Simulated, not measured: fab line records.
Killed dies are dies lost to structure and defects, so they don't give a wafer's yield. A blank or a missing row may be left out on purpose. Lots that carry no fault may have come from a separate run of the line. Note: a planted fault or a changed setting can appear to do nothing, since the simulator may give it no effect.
Which tool is to blame?    flow nand harc    11 lots, 33 wafers sampled, at 5 steps of a route of 1159

## WHAT THE GAUGES READ, wafer by wafer
NHARC_A_M0_OVL_MEAS_10: pitch 160 nm.
lot   measured      on          overlay x nm (nm)
L074  day 17 20:53  overlay-02  1.0 1.6 2.1
L079  day 18 02:35  overlay-01  1.2 0.6 0.8
L080  day 18 21:16  overlay-02  0.7 0.6 0.7
L081  day 19 10:58  overlay-01  0.2 0.2 0.2
L084  day 19 18:46  overlay-01  1.8 1.1 0.9
L088  day 20 09:58  overlay-01  0.5 0.5 0.0
L086  day 20 17:35  overlay-01  0.4 -0.6 -0.4
L090  day 21 16:45  overlay-02  -0.2 0.8 -0.1
L094  day 22 01:17  overlay-01  0.9 0.7 0.5
L092  day 22 08:46  overlay-02  -0.1 -0.3 -0.7
L097  day 23 05:27  overlay-02  -1.0 0.3 0.0

## WHICH TOOL RAN EACH LOT (tool, then ch and the chambers of the sampled wafers, then the start)
lot   NHARC_A_CONTACT_ETCH_139              NHARC_A_CONTACT_ETCH_98                        NHARC_A_CONTACT_STRIP_26                       NHARC_A_BLC_STRIP_29
L074  har cap etch-02 ch 0,1, day 17 04:17  rie diel-06 ch 0,3, day 17 17:45 or earlier    rie diel-06 ch 0,1,3, day 17 17:45 or earlier  rie diel-04 ch 0,1,2, day 17 17:45
L079  har cap etch-02 ch 0,1, day 17 17:25  rie diel-11 ch 0,3, day 17 22:18 or earlier    rie diel-11 ch 1,3, day 17 22:18 or earlier    rie diel-13 ch 2,3, day 17 22:18
L080  har cap etch-01 ch 0,1, day 18 13:21  rie diel-11 ch 0,2, day 18 18:10 or earlier    rie diel-11 ch 0,1,2, day 18 18:10 or earlier  rie diel-07 ch 0,2,3, day 18 18:10
L081  har cap etch-03 ch 1, day 18 21:34    rie diel-11 ch 0,2, day 19 07:15 or earlier    rie diel-11 ch 0,1,3, day 19 07:15 or earlier  rie diel-07 ch 0,2,3, day 19 07:15
L084  har cap etch-01 ch 0,1, day 19 11:09  rie diel-11 ch 0,1, day 19 15:53 or earlier    rie diel-11 ch 1,3, day 19 15:53 or earlier    rie diel-13 ch 1,2,3, day 19 15:53
L088  har cap etch-03 ch 0,1, day 19 22:07  rie diel-06 ch 0,2, day 19 22:39               rie diel-06 ch 1,2, day 20 04:57 or earlier    rie diel-07 ch 1,2,3, day 20 04:57
L086  har cap etch-01 ch 0,1, day 20 09:32  rie diel-06 ch 0,1, day 20 10:11               rie diel-05 ch 0,2,3, day 20 14:48 or earlier  rie diel-07 ch 2,3, day 20 14:48
L090  har cap etch-02 ch 0,1, day 21 00:38  rie diel-06 ch 0,1,3, day 21 07:47 or earlier  rie diel-05 ch 1,3, day 21 07:47 or earlier    rie diel-13 ch 2,3, day 21 07:47
L094  har cap etch-03 ch 0,1, day 21 11:52  rie diel-11 ch 1,2,3, day 21 19:01 or earlier  rie diel-11 ch 1,2, day 21 19:01 or earlier    rie diel-07 ch 0,1,2, day 21 19:01
L092  har cap etch-03 ch 0,1, day 22 00:50  rie diel-06 ch 0,1,3, day 22 05:52 or earlier  rie diel-11 ch 0,1,2, day 22 05:52 or earlier  rie diel-13 ch 0,2,3, day 22 05:52
L097  har cap etch-03 ch 0,1, day 22 19:36  rie diel-11 ch 0,1,3, day 23 00:45 or earlier  rie diel-11 ch 0,2, day 23 00:45 or earlier    rie diel-13 ch 0,1, day 23 00:45
- NHARC_A_CONTACT_ETCH_139: etches the open film in C4F8/O2/Ar, time 137 s, target depth 590 nm.
- NHARC_A_CONTACT_ETCH_98: etches the open film in C4F6/O2, target depth 20 nm, time 10 s.
- NHARC_A_CONTACT_STRIP_26: strips in O2.
- NHARC_A_BLC_STRIP_29: strips in CF4.

## THE ANSWER, worked out from the rows above alone
Rule: the usual values come from the lots themselves. The widest of any qualifying gaps counts: lots, ordered by their means at a reading, are off when they make up no more than a third of the lots, leave a main group of 4 or more, and stand apart from it by 3 or more times the standard deviation of that group's means. A main group whose means are all the same, to the digits that the tables above print for the reading, isn't used. Also off: a lot with no number at a reading for which 4 or more lots have one. All remaining lots with rows at the step are treated as sound.
Across all readings shown, no lot is off: no conclusion can be drawn from this.

## WHAT THE SIMULATOR PUT IN
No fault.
